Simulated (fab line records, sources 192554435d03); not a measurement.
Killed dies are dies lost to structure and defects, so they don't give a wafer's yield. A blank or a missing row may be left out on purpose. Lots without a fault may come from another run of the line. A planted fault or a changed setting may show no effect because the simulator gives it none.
Problem report in the 8D (eight disciplines) form, filled by code | flow n5_finfet | the parts of the form that need people (team, actions taken, sign-off) are left out

1. THE PROBLEM
raw_defect_count at N5_BEOL_M0_INSPECT_127 reads a mean of 398 on 9 wafers of 3 lots; wafers without a fault read 69 with a standard deviation of 22. That is +15 standard deviations from the usual mean.
The step: inspects for defects (darkfield).
First seen on wafer L316.2, day 8 12:55, on defect_inspect-02. The record holds 27 wafers of 9 lots with a number at this step. Rule for "out", or "out of limits": more than 4 standard deviations from the usual mean. The other wafers with a number count as sound.

2. WHAT IT IS AND WHAT IT IS NOT
question                    | is                     | is not
which readings at this step | raw_defect_count       | -
which lots                  | L316, L318, L319       | L311, L314, L323, L326, L327, L329
which wafers of those lots  | all that have a number | -
read on which gauges        | defect_inspect-02      | defect_inspect-01
when                        | from day 8 12:55       | up to then (6 sound wafers); but 12 sound wafers of L323, L326, L327, L329 came after

3. SUSPECTS, AND WHAT RULES EACH OUT
Counting: a tool at a process step up to the reading stays a suspect if it ran every lot that is out and no sound lot after the first of them.
- the gauge at N5_BEOL_M0_INSPECT_127: ruled out. All the wafers that are out were read on defect_inspect-02, but those of them that N5_PASSIVATION_PROBE_49 has rows for are out there too, on other tools.
- pvd_sputter-01 at N5_BEOL_M0_SPUTTER_132 (material Cu, target thk 4 nm, time 7.37 s): ruled out as a lasting fault. Sound lots L323, L326 ran on it after its first lot that is out, L316 (day 8 11:37).
- cmp-03 at N5_BEOL_M0_CMP_120 (polishes, stops on SiOC, t overpolish 6.9 s): kept. It ran every lot that is out, first L316 (day 8 12:25), and no sound lot after that; its last sound lot up to then is L314 (day 7 22:05).
Left after counting: cmp-03 at N5_BEOL_M0_CMP_120.

4. THE CAUSE (what the simulator had put in)
Chamber particle source: cmp-03, from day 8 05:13 on, at N5_BEOL_M0_CMP_120. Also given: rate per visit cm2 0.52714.
Counting left only this tool.

5. THE CHAIN OF EFFECTS, in route order
Each row: a reading whose mean over the struck wafers that have a number lies more than 3 standard deviations from the usual. Only readings for which the record gives a usual standard deviation are gone through. hours: the time from each lot's start at the first step in this table that gives one to its start at this step, as a median over the lots. sigmas: the change in usual standard deviations.
hours | step                    | reading              | usual  | on struck wafers | change | sigmas
0     | N5_BEOL_M0_INSPECT_127  | raw_defect_count     | 69     | 398              | +329   | +15
1     | N5_BEOL_M1_INSPECT_13   | raw_defect_count     | 408    | 771              | +363   | +4.3
2     | N5_BEOL_M1_INSPECT_30   | raw_defect_count     | 412    | 780              | +368   | +4.5
149   | N5_PASSIVATION_PROBE_49 | defect_limited_yield | 91.3 % | 67.9             | -23.4  | -16
149   | N5_PASSIVATION_PROBE_49 | killed_at_M0_to_M3   | 34     | 312              | +278   | +30
149   | N5_PASSIVATION_PROBE_49 | killed_dies          | 103    | 378              | +275   | +16
149   | N5_PASSIVATION_PROBE_49 | killed_on_rim        | 13     | 46               | +34    | +8.0
149   | N5_PASSIVATION_PROBE_49 | sort_bin_5_function  | 5.0 %  | 18.9             | +13.9  | +14
149   | N5_PASSIVATION_PROBE_49 | sort_bin_6_memory    | 3.3 %  | 11.4             | +8.1   | +12
149   | N5_PASSIVATION_PROBE_49 | sort_n_pass          | 1077   | 802              | -275   | -16
149   | N5_PASSIVATION_PROBE_49 | sort_yield_pct       | 91.3 % | 67.9             | -23.4  | -16
The process steps in it:
- N5_PASSIVATION_PROBE_49
Later measuring or inspecting steps at which every struck wafer that the step has a row for has a number for every such reading, and none has moved that far: N5_BEOL_M4_RC_MEAS_101.

6. WHAT WOULD HAVE CAUGHT IT SOONER
In this record the first reading out of limits at a measuring or inspecting step was taken at day 8 12:55, 8 hours after the fault began at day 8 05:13.
Of the tool readings at N5_BEOL_M0_CMP_120 for which the record gives a usual standard deviation, none was out on any struck wafer, so an alarm limit of 4 standard deviations on them would not have fired.
Of the lots that are out (3), L318, L319 began N5_BEOL_M0_CMP_120 on cmp-03 after day 8 12:55. A hold on the tool at that time would have spared those 2.
